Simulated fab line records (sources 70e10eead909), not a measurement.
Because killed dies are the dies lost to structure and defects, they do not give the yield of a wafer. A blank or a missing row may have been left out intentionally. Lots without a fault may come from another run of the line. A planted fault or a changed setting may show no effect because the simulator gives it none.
fab line records + flow nandHarc
record:
- lots: 6
- wafers: 18
- lastDay: 33
route steps=1302 shown P_GATE@155
lots that met no fault: taken from a fault-free run of the same line
startH: hours from the record's first day to the start of the lot's first wafer shown + waitH: how many hours have passed since the lot's step before this one + " the same as in the row above + L1.1+2: a row that stands for several wafers + - no value, or no start was given + * or withheld: withheld + < > ~ a bound
route shown NAME@n: a module of which the file shows steps, and the number in the route of the first + usual: the fault-free wafers' mean and standard deviation + same: alike in all rows + chamber/n: place in a boat + sites: the reading at each site + _std_site: the values' standard deviation + _edge_site: outer sites' mean less inner sites' + radiusMm: how far each site lies from the wafer's centre + mask NAME#n: copy n + behind: the most recent tool/chamber to have shaped the wafer + hold: why the lot went on hold/how many hours it stayed there/how the hold came to an end + device: whichever transistor did not switch (one of n, p or np) + end of line: at the end of the route, the tests of the same wafers + step lacking rows: just its recipe + killed: the dies lost at the first sort to structure and to defects; this is not the yield of the wafer + map: shows each die of a wafer: x if killed, . if not, _ if none is there
set.NAME: the setting that was run; set.NAME@STEP: the one run at that earlier step + model.NAME: the simulator's own value behind a step, which no gauge read
certain route steps with their lots: each step a table, each wafer a row
services: the hour from which a tool's chamber was out of use, counted from the record's first day as startH (under 0 if before that day), plus the number of hours and why
== steps ==
step: NHARC_P_GATE_ALD_36
recipe:
- targetThkA: 200
- pulseTimeS: 60
- aldCycles: 223
- tempC: 400
- material: SiNx
usual:
- heaterPowerW: 842/43
- precursorPulseHeightRel: 1.000/0.019
| lot.wafer | tool      | chamber | startH | waitH | heaterPowerW | precursorPulseHeightRel |
|-----------|-----------|---------|--------|-------|--------------|-------------------------|
| L436.4    | aldSin-03 | 2       | 107.12 | -     | 889          | 0.999                   |
| L436.3    | "         | 3       | 108.19 | -     | 794          | 1.025                   |
| L436.6    | "         | 2       | 111.39 | -     | 903          | 1.008                   |
| L443.1    | aldSin-01 | 2       | 178.46 | -     | 820          | 0.982                   |
| L443.3    | "         | 1       | 181.62 | -     | 802          | 0.985                   |
| L443.5    | "         | 3       | 183.73 | -     | 911          | 0.999                   |
| L448.4    | aldSin-02 | 3       | 227.44 | -     | 807          | 0.964                   |
| L448.3    | "         | 1       | 229.57 | -     | 870          | 0.996                   |
| L448.5    | "         | 0       | 232.76 | -     | 819          | 0.978                   |
| L449.2    | aldSin-03 | 1       | 246.71 | -     | 802          | 1.014                   |
| L449.1    | "         | 2       | 248.12 | -     | 901          | 0.995                   |
| L449.4    | "         | 2       | 252.36 | -     | 868          | 1.009                   |
| L455.2    | aldSin-01 | 0       | 303.66 | -     | 856          | 1.024                   |
| L455.3    | "         | 1       | 304.72 | -     | 872          | 1.003                   |
| L455.6    | "         | 0       | 307.91 | -     | 845          | 0.986                   |
| L458.2    | aldSin-01 | 1       | 333.10 | -     | 869          | 1.001                   |
| L458.5    | "         | 2       | 334.14 | -     | 763          | 0.980                   |
| L458.6    | "         | 3       | 335.19 | -     | 849          | 0.987                   |
step: NHARC_P_GATE_ETCHBACK_37
recipe:
- targetDepthA: 345
- timeS: 17.2
- chf3FlowSccm: 50
- o2FlowSccm: 10
- arFlowSccm: 200
- rfW: 500
- biasW: 200
- chemistry: CHF3/O2
usual:
- drypumpMotorCurrentA: 5.7/0.48
- oesProductAu: 0.95/0.036
- rfVppV: 370.5/2
- showerheadPlenumPTorr: 2.40/0.08
- throttleValvePct: 20.574/0.0084
| lot.wafer | tool       | chamber | startH | waitH | drypumpMotorCurrentA | oesProductAu | rfHoursCounterH | rfVppV | showerheadPlenumPTorr | throttleValvePct |
|-----------|------------|---------|--------|-------|----------------------|--------------|-----------------|--------|-----------------------|------------------|
| L436.4    | rieDiel-10 | 0       | -      | -     | 5.8                  | 0.94         | 1.9             | 371.3  | 2.45                  | 20.565           |
| L436.3    | "          | 1       | "      | "     | 5.6                  | 0.90         | 1.4             | 369.1  | 2.27                  | 20.577           |
| L436.6    | "          | 1       | "      | "     | 5.6                  | 0.91         | -               | 368.6  | 2.27                  | 20.569           |
| L443.3    | rieDiel-10 | 0       | -      | -     | 5.8                  | 0.95         | 5.1             | 371.8  | 2.45                  | 20.579           |
| L443.1    | "          | 2       | "      | "     | 5.2                  | 0.92         | 4.9             | 369.2  | 2.38                  | 20.583           |
| L443.5    | "          | 2       | "      | "     | 5.3                  | 0.93         | -               | 370.4  | 2.38                  | 20.571           |
| L448.3    | rieDiel-04 | 0       | -      | -     | 5.7                  | 0.92         | 2.8             | 370.5  | 2.38                  | 20.565           |
| L448.4    | "          | 2       | "      | "     | 4.7                  | 0.93         | 3.4             | 367.8  | 2.27                  | 20.586           |
| L448.5    | "          | 0       | "      | "     | 5.7                  | 0.92         | -               | 369.4  | 2.38                  | 20.560           |
| L449.2    | rieDiel-04 | 2       | -      | -     | 4.7                  | 0.94         | 4.2             | 369.9  | 2.27                  | 20.577           |
| L449.1    | "          | 0       | "      | "     | 5.7                  | 0.92         | 3.8             | 369.4  | 2.38                  | 20.577           |
| L449.4    | "          | 1       | "      | "     | 6.1                  | 0.90         | 3.4             | 373.1  | 2.51                  | 20.580           |
| L455.3    | rieDiel-12 | 3       | -      | -     | 5.1                  | 0.90         | 2.3             | 372.1  | 2.48                  | 20.574           |
| L455.2    | "          | 2       | "      | "     | 5.6                  | 0.91         | 3.2             | 370.0  | 2.38                  | 20.581           |
| L455.6    | "          | 0       | "      | "     | 5.9                  | 0.92         | -               | 369.3  | 2.34                  | 20.581           |
| L458.2    | rieDiel-04 | 0       | -      | -     | 5.6                  | 0.92         | 8.9             | 368.7  | 2.38                  | 20.575           |
| L458.5    | "          | 1       | "      | "     | 6.1                  | 0.92         | -               | 372.9  | 2.50                  | 20.560           |
| L458.6    | "          | 2       | "      | "     | 4.7                  | 0.92         | -               | 368.2  | 2.27                  | 20.580           |
step: NHARC_P_GATE_STRIP_101
recipe:
- timeS: 20
- o2FlowSccm: 500
- arFlowSccm: 0
- biasW: 0
- chemistry: O2
usual:
- drypumpMotorCurrentA: 5.7/0.47
- oesProductAu: 0.998/0.015
- rfVppV: 57.8/0.9
- showerheadPlenumPTorr: 3.52/0.12
- throttleValvePct: 17.038/0.01
| lot.wafer | tool       | chamber | startH | waitH | drypumpMotorCurrentA | oesProductAu | rfHoursCounterH | rfVppV | showerheadPlenumPTorr | throttleValvePct |
|-----------|------------|---------|--------|-------|----------------------|--------------|-----------------|--------|-----------------------|------------------|
| L436.4    | rieDiel-10 | 0       | 115.73 | 0.1   | 5.8                  | 1.013        | 1.9             | 56.9   | 3.59                  | 17.043           |
| L436.3    | "          | 2       | "      | "     | 5.3                  | 0.979        | 1.0             | 57.3   | 3.49                  | 17.017           |
| L436.6    | "          | 1       | "      | "     | 5.7                  | 0.979        | -               | 57.4   | 3.34                  | 17.036           |
| L443.1    | rieDiel-10 | 3       | 188.07 | 0.1   | 6.4                  | 1.015        | 5.3             | 56.8   | 3.61                  | 17.035           |
| L443.3    | "          | 0       | "      | "     | 5.9                  | 1.020        | 5.2             | 58.3   | 3.59                  | 17.036           |
| L443.5    | "          | 2       | "      | "     | 5.2                  | 0.963        | -               | 58.7   | 3.49                  | 17.026           |
| L448.3    | rieDiel-04 | 3       | 237.09 | 0.1   | 6.0                  | 0.995        | 3.3             | 59.5   | 3.62                  | 17.039           |
| L448.4    | "          | 1       | "      | "     | 6.2                  | 0.984        | 2.4             | 57.8   | 3.68                  | 17.027           |
| L448.5    | "          | 0       | "      | "     | 5.7                  | 1.001        | -               | 57.7   | 3.50                  | 17.036           |
| L449.2    | rieDiel-04 | 2       | 258.45 | 0.1   | 4.7                  | 1.006        | 4.2             | 57.5   | 3.34                  | 17.033           |
| L449.4    | "          | 0       | "      | "     | 5.7                  | 0.995        | 3.8             | 59.6   | 3.50                  | 17.035           |
| L449.1    | "          | 1       | "      | "     | 6.1                  | 0.990        | 3.4             | 58.8   | 3.68                  | 17.040           |
| L455.2    | rieDiel-12 | 1       | 313.29 | 0.1   | 5.8                  | 1.021        | 2.9             | 58.2   | 3.43                  | 17.033           |
| L455.3    | "          | 3       | "      | "     | 5.1                  | 0.976        | 2.3             | 57.9   | 3.64                  | 17.017           |
| L455.6    | "          | 1       | "      | "     | 5.9                  | 1.025        | -               | 56.6   | 3.43                  | 17.032           |
| L458.2    | rieDiel-04 | 3       | 339.50 | 0.1   | 5.9                  | 0.996        | 9.7             | 57.4   | 3.62                  | 17.040           |
| L458.5    | "          | 2       | "      | "     | 4.7                  | 1.009        | -               | 57.8   | 3.33                  | 17.052           |
| L458.6    | "          | 3       | "      | "     | 5.9                  | 1.000        | -               | 57.5   | 3.62                  | 17.033           |
step: NHARC_P_GATE_PRECLEAN_97
recipe:
- timeS: 600
- tempC: 120
- chemistry: SPM
step: NHARC_P_GATE_SRD_98
step: NHARC_P_GATE_PRECLEAN_99
recipe:
- timeS: *
- tempC: 50
- bathAgeMin: 0
- chemistry: SC1
step: NHARC_P_GATE_SRD_100
step: NHARC_P_GATE_DEHYDRATE_38
recipe:
- tempC: 150
- timeS: 120
step: NHARC_P_GATE_HMDS_39
recipe:
- timeS: 30
step: NHARC_P_GATE_COAT_40
recipe:
- spinRpm: 3000
step: NHARC_P_GATE_SOFTBAKE_41
recipe:
- tempC: 122
- timeS: 95
step: NHARC_P_GATE_EBR_42
step: NHARC_P_GATE_EXPOSE_43
recipe:
- na: 0.6
- targetCdNm: 720
- doseMj: 14.81
- maskId: P_NSD
usual:
- exposureDoseMJCm2: 14.812/0.015
| lot.wafer | tool          | chamber | startH | waitH | mask    | exposureDoseMJCm2 |
|-----------|---------------|---------|--------|-------|---------|-------------------|
| L436.3    | krfScanner-04 | 0       | 116.38 | -     | P_NSD#0 | 14.823            |
| L436.4    | "             | 0       | "      | "     | P_NSD#0 | 14.837            |
| L436.6    | "             | 0       | "      | "     | P_NSD#0 | 14.832            |
| L443.1    | krfScanner-03 | 0       | 188.70 | -     | P_NSD#0 | 14.810            |
| L443.3    | "             | 0       | "      | "     | P_NSD#0 | 14.827            |
| L443.5    | "             | 0       | "      | "     | P_NSD#0 | 14.822            |
| L448.3    | krfScanner-04 | 0       | 237.74 | -     | P_NSD#0 | 12.929            |
| L448.4    | "             | 0       | "      | "     | P_NSD#0 | 12.910            |
| L448.5    | "             | 0       | "      | "     | P_NSD#0 | 12.908            |
| L449.1    | krfScanner-04 | 0       | 259.29 | -     | P_NSD#0 | 12.927            |
| L449.2    | "             | 0       | "      | "     | P_NSD#0 | 12.898            |
| L449.4    | "             | 0       | "      | "     | P_NSD#0 | 12.923            |
| L455.2    | krfScanner-03 | 0       | 314.06 | -     | P_NSD#0 | 14.811            |
| L455.3    | "             | 0       | "      | "     | P_NSD#0 | 14.796            |
| L455.6    | "             | 0       | "      | "     | P_NSD#0 | 14.815            |
| L458.2    | krfScanner-03 | 0       | 340.27 | -     | P_NSD#0 | 14.810            |
| L458.5    | "             | 0       | "      | "     | P_NSD#0 | 14.838            |
| L458.6    | "             | 0       | "      | "     | P_NSD#0 | 14.825            |
step: NHARC_P_GATE_PEB_44
recipe:
- pebTempC: 118
- pebTimeS: 85
step: NHARC_P_GATE_DEVELOP_45
recipe:
- timeS: 70
step: NHARC_P_GATE_CD_MEAS_46
recipe:
- targetCdNm: 720
- landingEnergyEv: 500
usual:
- cdNm: 719.9/2.7
| lot.wafer | tool     | chamber | startH | waitH | cdNm  |
|-----------|----------|---------|--------|-------|-------|
| L436.3    | cdSem-01 | 0       | 116.53 | -     | 716.9 |
| L436.4    | "        | 0       | "      | "     | 719.5 |
| L436.6    | "        | 0       | "      | "     | 714.4 |
| L443.1    | cdSem-03 | 0       | 188.86 | -     | 721.3 |
| L443.3    | "        | 0       | "      | "     | 720.0 |
| L443.5    | "        | 0       | "      | "     | 715.5 |
| L448.3    | cdSem-01 | 0       | 237.89 | -     | 693.9 |
| L448.4    | "        | 0       | "      | "     | 700.3 |
| L448.5    | "        | 0       | "      | "     | 694.1 |
| L449.1    | cdSem-02 | 0       | 259.45 | -     | 693.8 |
| L449.2    | "        | 0       | "      | "     | 693.7 |
| L449.4    | "        | 0       | "      | "     | 694.7 |
| L455.2    | cdSem-03 | 0       | 314.22 | -     | 720.1 |
| L455.3    | "        | 0       | "      | "     | 716.3 |
| L455.6    | "        | 0       | "      | "     | 720.0 |
| L458.2    | cdSem-02 | 0       | 340.43 | -     | 718.4 |
| L458.5    | "        | 0       | "      | "     | 720.0 |
| L458.6    | "        | 0       | "      | "     | 719.7 |
step: NHARC_P_GATE_HARDBAKE_47
recipe:
- tempC: 125
- timeS: 80
step: NHARC_P_GATE_DESCUM_48
recipe:
- timeS: 3
- o2FlowSccm: 200
- arFlowSccm: 0
- biasPowerW: 0
- chemistry: O2
usual:
- drypumpMotorCurrentA: 5.7/0.46
- oesProductAu: 0.998/0.015
- rfVppV: 57.7/0.85
- showerheadPlenumPTorr: 1.91/0.065
- throttleValvePct: 11.312/0.0086
| lot.wafer | tool       | chamber | startH | waitH | drypumpMotorCurrentA | oesProductAu | rfHoursCounterH | rfVppV | showerheadPlenumPTorr | throttleValvePct | model.P_GATE.cdNm |
|-----------|------------|---------|--------|-------|----------------------|--------------|-----------------|--------|-----------------------|------------------|-------------------|
| L436.3    | rieDiel-12 | 3       | 116.69 | -     | 5.1                  | 1.004        | 1.1             | 58.9   | 1.98                  | 11.316           | 716.6             |
| L436.4    | "          | 0       | "      | "     | 5.9                  | 0.995        | 0.8             | 56.8   | 1.87                  | 11.312           | 718.5             |
| L436.6    | "          | 3       | "      | "     | 5.1                  | 1.004        | -               | 57.3   | 1.98                  | 11.311           | 713.9             |
| L443.1    | rieDiel-10 | 1       | 189.03 | -     | 5.6                  | 0.980        | 5.5             | 57.5   | 1.80                  | 11.312           | 721.4             |
| L443.3    | "          | 2       | "      | "     | 5.2                  | 0.978        | 5.0             | 57.6   | 1.89                  | 11.304           | 720.8             |
| L443.5    | "          | 0       | "      | "     | 5.8                  | 1.003        | -               | 57.4   | 1.95                  | 11.325           | 715.3             |
| L448.4    | rieDiel-04 | 1       | 238.04 | -     | 6.1                  | 0.983        | 2.4             | 57.6   | 2.00                  | 11.311           | 700.9             |
| L448.3    | "          | 3       | "      | "     | 5.9                  | 1.001        | 3.3             | 58.5   | 1.97                  | 11.296           | 693.7             |
| L448.5    | "          | 1       | "      | "     | 6.1                  | 0.981        | -               | 57.6   | 2.00                  | 11.307           | 694.6             |
| L449.1    | rieDiel-04 | 0       | 259.61 | -     | 5.7                  | 0.996        | 3.8             | 56.8   | 1.90                  | 11.308           | 694.7             |
| L449.2    | "          | 1       | "      | "     | 6.1                  | 0.988        | 3.4             | 58.5   | 2.00                  | 11.294           | 694.8             |
| L449.4    | "          | 2       | "      | "     | 4.7                  | 1.004        | 4.2             | 57.4   | 1.80                  | 11.314           | 694.3             |
| L455.2    | rieDiel-04 | 0       | 314.37 | -     | 5.7                  | 1.005        | 7.4             | 59.7   | 1.90                  | 11.314           | 720               |
| L455.3    | "          | 2       | "      | "     | 4.7                  | 1.008        | 7.7             | 59.3   | 1.80                  | 11.314           | 716               |
| L455.6    | "          | 0       | "      | "     | 5.7                  | 0.996        | -               | 58.1   | 1.90                  | 11.316           | 720.3             |
| L458.2    | rieDiel-04 | 2       | 340.63 | -     | 4.7                  | 1.003        | 8.9             | 56.7   | 1.80                  | 11.326           | 718.1             |
| L458.6    | "          | 3       | "      | "     | 5.9                  | 0.994        | -               | 58.9   | 1.96                  | 11.310           | 718.8             |
| L458.5    | "          | 2       | "      | "     | 4.7                  | 1.003        | -               | 56.6   | 1.80                  | 11.311           | 719.7             |
step: NHARC_P_GATE_IMPLANT_49
recipe:
- energyKev: 30
- doseCm2: 3e+15
- tiltDeg: 7
== services ==
| tool          | chamber | startH | hours | kind   |
|---------------|---------|--------|-------|--------|
| rieDiel-04    | 2       | 84.44  | 2.5   | repair |
| rieDiel-12    | -       | 91.40  | 9.0   | pm     |
| rieDiel-04    | 3       | 92.06  | 7.0   | repair |
| krfScanner-03 | -       | 99.35  | 0.7   | repair |
| rieDiel-04    | -       | 109.32 | 0.6   | repair |
| rieDiel-04    | 3       | 119.95 | 3.8   | repair |
| aldSin-01     | 0       | 127.12 | 6.1   | repair |
| rieDiel-10    | 0       | 144.11 | 3.7   | repair |
| krfScanner-03 | -       | 156.04 | 1.1   | repair |
| rieDiel-10    | 0       | 172.89 | 3.9   | repair |
| rieDiel-12    | 2       | 173.10 | 4.2   | repair |
| rieDiel-04    | -       | 177.97 | 9.0   | pm     |
| krfScanner-04 | -       | 182.00 | 4.0   | pm     |
| rieDiel-10    | 1       | 186.70 | 1.3   | repair |
| rieDiel-04    | 1       | 191.70 | 5.2   | repair |
| aldSin-01     | -       | 213.82 | 10.0  | pm     |
| rieDiel-12    | 2       | 219.45 | 3.8   | repair |
| krfScanner-03 | -       | 224.00 | 4.0   | pm     |
| krfScanner-04 | -       | 225.63 | 0.8   | repair |
| rieDiel-10    | -       | 242.50 | 9.0   | pm     |
| rieDiel-12    | 2       | 254.22 | 6.8   | repair |
| rieDiel-10    | -       | 290.26 | 1.4   | repair |
| rieDiel-04    | 0       | 298.71 | 7.4   | repair |
| rieDiel-04    | 1       | 339.61 | 9.7   | repair |
== key ==
firstSign:
- step: NHARC_P_GATE_EXPOSE_43
- reading: exposureDoseMJCm2
- direction: down
- sigmas: 99+
- usual: 14.812
- struck: 12.916
effect:
- step: NHARC_P_GATE_CD_MEAS_46
- reading: cdNm
- direction: down
- sigmas: 9.2
- usual: 719.9
- struck: 695.1
modelEffect:
- step: NHARC_P_GATE_DESCUM_48
- value: P_GATE.cdNm
- without: 718.8
- struck: 695.5
metAt NHARC_P_GATE_EXPOSE_43
struckWafers L448.3,L448.4,L448.5,L449.1,L449.2,L449.4
testerLeftOut L448,L449
onsetBetween 116.38 237.74
fault:
- kind: processParameterDrift
- tool: krfScanner-04
- chamber: -
- onsetH: 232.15
- steps: NHARC_P_GATE_EXPOSE_43
- channel: doseMj
- offset: -1.8843
- shape: step
- actsIn: theseRecipesOnly
- stated: 14.81
testerLeftOut: of these lots the tester's yield and bins aren't shown, on N5 and GAA mostly nor the transistor test; their killed dies are dies lost to structure and defects alone, not to doping, threshold or leakage, so they don't give the yield
